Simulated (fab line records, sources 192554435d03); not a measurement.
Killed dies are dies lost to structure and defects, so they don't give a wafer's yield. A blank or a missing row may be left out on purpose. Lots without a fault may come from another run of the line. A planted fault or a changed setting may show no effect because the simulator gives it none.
A struck lot beside a sound one | flow n5_finfet | 16 steps out of a route of 1938
Sound: wafers L460.4, L460.5, L460.6. Struck: wafer L458.1. (L458.3 of the same lot was not struck and is left out.) The cause comes at the end.
At each step with rows: each side's tool, then ch and its chambers, then its first start. Under that, the readings that differ: sound wafers | struck wafers | difference of the means | sigmas: that difference in standard deviations of wafers without a fault.
alike: readings whose means differ by less than 2 such deviations, and words and numbers that are the same on both sides. not compared: withheld readings, readings that some wafer has no value for, bounds like >300 that may hide the same value, and numbers for which the record gives no deviation and whose values overlap.
The two part at a step that has a row with sigmas, a row that says differs or no value, or rows on one side only. Numbers that don't overlap but have no deviation are shown without sigmas and don't part them. A reading that every wafer of one side lacks parts them only if that side has two wafers or more.

first, 6 steps without rows for these wafers: N5_BEOL_M2_COAT_22 (resist thk 30 nm); N5_BEOL_M2_EBR_24; N5_BEOL_M2_SOFTBAKE_23 (time 60 s); N5_BEOL_M2_EXPOSE_25 (exposes mask V1, defocus 5 nm); N5_BEOL_M2_PEB_26 (peb time 60 s); N5_BEOL_M2_DEVELOP_27 (develop time 30 s).
N5_BEOL_M2_CD_MEAS_28: target cd 26.2 nm, target cd y 24.1 nm.
  sound on cd_sem-03 ch 0, day 12 11:46; struck on cd_sem-03 ch 0, day 11 18:08
  alike: cd_nm
N5_BEOL_M2_OVL_MEAS_29:
  sound on overlay-02 ch 0, day 12 11:49; struck on overlay-02 ch 0, day 11 18:10
  reading     | sound          | struck | difference | sigmas
  V1_OVL (nm) | -0.7 -0.9 -1.0 | 0.7    | +1.6       | +2
N5_BEOL_M2_INSPECT_30: inspects for defects (brightfield).
  sound on defect_inspect-01, day 12 11:51; struck on defect_inspect-01, day 11 18:13
  alike: raw_defect_count
N5_BEOL_M2_DESCUM_33: chemistry O2, time 7 s.
  sound on rie_diel-01 ch 1,2, day 12 11:53; struck on rie_diel-01 ch 0, day 11 18:31
  reading                         | sound          | struck | difference | sigmas
  showerhead_plenum_p_Torr (Torr) | 2.03 2.04 2.03 | 2.20   | +0.17      | +2
  alike: drypump_motor_current_A, oes_product_au, rf_vpp_V, throttle_valve_pct
  not compared: rf_hours_counter_h
N5_BEOL_M2_ETCH_77: etches underlayer in N2/H2, target depth 6.5 nm, time 5.2 s.
  sound on rie_diel-01 ch 1,2, day 12 11:55; struck on rie_diel-01 ch 0, day 11 18:32
  reading                         | sound             | struck | difference | sigmas
  bias_w (W)                      | 150.6 150.3 151.0 | 149.6  | -1.0       | -2
  showerhead_plenum_p_Torr (Torr) | 2.49 2.45 2.49    | 2.67   | +0.19      | +2
  alike: drypump_motor_current_A, etch_rf_on_time_s, oes_product_au, rf_vpp_V, throttle_valve_pct
  not compared: rf_hours_counter_h
N5_BEOL_M2_ETCH_69: etches SiARC in CF4, target depth 15.6 nm, time 26 s.
  sound on rie_diel-01 ch 1,2, day 12 11:56; struck on rie_diel-01 ch 0, day 11 18:34
  reading                         | sound          | struck | difference | sigmas
  showerhead_plenum_p_Torr (Torr) | 2.09 2.07 2.09 | 2.23   | +0.15      | +2
  alike: bias_w, drypump_motor_current_A, etch_rf_on_time_s, oes_product_au, rf_vpp_V, throttle_valve_pct
  not compared: rf_hours_counter_h
N5_BEOL_M2_ALD_98: deposits SiO2, target thk 2.5 nm, pulse time 1 s, co reactant pulse time 1 s.
  sound on ald_sin-02 ch 0,1,2, day 12 12:17; struck on ald_sin-04 ch 1, day 11 18:42
  reading                                  | sound             | struck | difference | sigmas
  ald_cycles                               | 17 17 17          | 27     | +10        |
  precursor_pulse_height_rel               | 0.993 0.993 0.947 | 1.018  | +0.040     | +2
  model.SiO2_of_BEOL_M2_ALD_98.thk_nm (nm) | 2.4 2.6 2.6       | 4      | +1         |
  alike: heater_power_w
N5_BEOL_M2_ETCHBACK_99: etches SiO2 in CHF3, target depth 5 nm, time 10.4 s.
  sound on rie_diel-04 ch 0,1,2, day 12 16:25; struck on rie_diel-01 ch 3, day 11 21:17
  reading                | sound             | struck | difference | sigmas
  throttle_valve_pct (%) | 16.95 17.01 16.85 | 16.50  | -0.44      | -2
  alike: bias_w, drypump_motor_current_A, oes_product_au, rf_vpp_V, showerhead_plenum_p_Torr
  not compared: rf_hours_counter_h
N5_BEOL_M4_RC_MEAS_101:
  sound on prober-02 ch 0, day 14 05:05; struck on prober-02 ch 0, day 13 05:03
  alike: DIBL_N, DIBL_P, IOFF_N, IOFF_P, ION_N, ION_P, SS_N, SS_P, VT_N, VT_P
then, 1 step without rows for these wafers: N5_PASSIVATION_PROBE_49.

WHERE THEY PART
First at N5_BEOL_M2_OVL_MEAS_29; last, within this record, at N5_BEOL_M2_ETCHBACK_99. Later steps at which nothing parts them and some readings are alike: N5_BEOL_M4_RC_MEAS_101.

WHY: what the simulator had put in
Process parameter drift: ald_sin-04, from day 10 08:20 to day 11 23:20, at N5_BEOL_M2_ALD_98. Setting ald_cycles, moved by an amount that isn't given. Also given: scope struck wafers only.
